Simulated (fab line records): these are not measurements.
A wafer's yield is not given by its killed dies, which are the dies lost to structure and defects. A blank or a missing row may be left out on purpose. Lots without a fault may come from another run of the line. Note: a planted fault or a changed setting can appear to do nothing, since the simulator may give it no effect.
Split-lot trial + flow n5_finfet + 21 wafers read across 7 lots, on a route 1938 steps long

THE SPLIT ITSELF
At N5_BEOL_M0_ETCH_138 (etches SiCN in CH3F/O2, target depth 12 nm, time 31.6 s), the setting source_w was moved away from the recipe's 395 W on 10 of the 21 wafers read, by -17.7% to +17.7%. All remaining wafers had this setting at the recipe value.

The reading is taken at the split's own step.

THE READING
rf_vpp_V, in V, at N5_BEOL_M0_ETCH_138 (etches SiCN in CH3F/O2, target depth 12 nm, time 31.6 s). A value of 297.8 V with a standard deviation of 1.8 V is what fault-free wafers of this fab line usually give.

| wafer  | tool, chamber at the split | source_w as run, W | against the recipe | rf_vpp_V, V | against lot-mates on the recipe |
|--------|----------------------------|--------------------|--------------------|-------------|---------------------------------|
| L074.2 | rie_diel-01, 1             | 395                | recipe             | 296.7       | -                               |
| L074.3 | rie_diel-01, 2             | 395                | recipe             | 299.1       | -                               |
| L074.4 | rie_diel-01, 0             | 395                | recipe             | 297.0       | -                               |
| L079.3 | rie_diel-03, 3             | 464.8              | +17.7%             | 284.0       | -13.3                           |
| L079.4 | rie_diel-03, 0             | 395                | recipe             | 297.3       | -                               |
| L079.5 | rie_diel-03, 3             | 464.8              | +17.7%             | 285.5       | -11.8                           |
| L081.1 | rie_diel-06, 2             | 395                | recipe             | 295.5       | -                               |
| L081.3 | rie_diel-06, 1             | 349.9              | -11.4%             | 308.2       | +12.6                           |
| L081.5 | rie_diel-06, 2             | 395                | recipe             | 295.6       | -                               |
| L082.1 | rie_diel-06, 2             | 324.9              | -17.7%             | 314.9       | +15.6                           |
| L082.2 | rie_diel-06, 3             | 324.9              | -17.7%             | 319.3       | +20.0                           |
| L082.4 | rie_diel-06, 0             | 395                | recipe             | 299.3       | -                               |
| L083.2 | rie_diel-01, 2             | 328.8              | -16.8%             | 317.7       | +20.9                           |
| L083.4 | rie_diel-01, 0             | 395                | recipe             | 296.8       | -                               |
| L083.5 | rie_diel-01, 1             | 328.8              | -16.8%             | 313.1       | +16.3                           |
| L087.2 | rie_diel-01, 1             | 395                | recipe             | 294.6       | -                               |
| L087.4 | rie_diel-01, 3             | 395                | recipe             | 297.9       | -                               |
| L087.5 | rie_diel-01, 2             | 439.5              | +11.3%             | 287.3       | -8.9                            |
| L097.1 | rie_diel-06, 1             | 395                | recipe             | 299.4       | -                               |
| L097.3 | rie_diel-06, 3             | 325.9              | -17.5%             | 318.3       | +18.9                           |
| L097.6 | rie_diel-06, 3             | 325.9              | -17.5%             | 319.4       | +20.0                           |

THE FIT
A straight line over all 21 wafers: rf_vpp_V changes by -0.991 V for each +1% of source_w; r = -0.98; the points scatter about the line by 2.5 V.
The same after taking each lot's own level away (the mean of its wafers on the recipe; 21 wafers): -0.947 V for each +1%; r = -0.98; scatter 2 V.
On that fit, the largest move of source_w shifts the reading by 17 V.
The lots' own levels span 295.55 to 299.40 V, that is 2.1 times the standard deviation above.
Hence the lot-to-lot level has little effect on the slope; both slopes agree.
Check: with one of the wafers moved furthest among these (-17.7%) left out of the fit, the line predicts +18.4 V for it against its lot-mates. Against them it came out at +15.6 V.
Tool readings at the split's step, against how far the setting was moved: rf_vpp_V r = -0.98.

FURTHER SPLITS ON THESE WAFERS
Note: prior to the reading, these wafers also went through further splits. Each is held against what the fit with the lots' levels taken away leaves over:
| other split on the same wafers           | wafers away from the commonest value | r with rf_vpp_V (lot level and that fit taken away) |
|------------------------------------------|--------------------------------------|-----------------------------------------------------|
| N5_MOL_CONTACT_COAG_CVD_140 target_thk_a | 6                                    | +0.19                                               |
| N5_BEOL_M0_SAQP_PECVD_03 time_s          | 4                                    | +0.12                                               |

FILE'S OWN FIT
rf_vpp_V changes by -0.975 V for each +1% of source_w, r = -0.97.
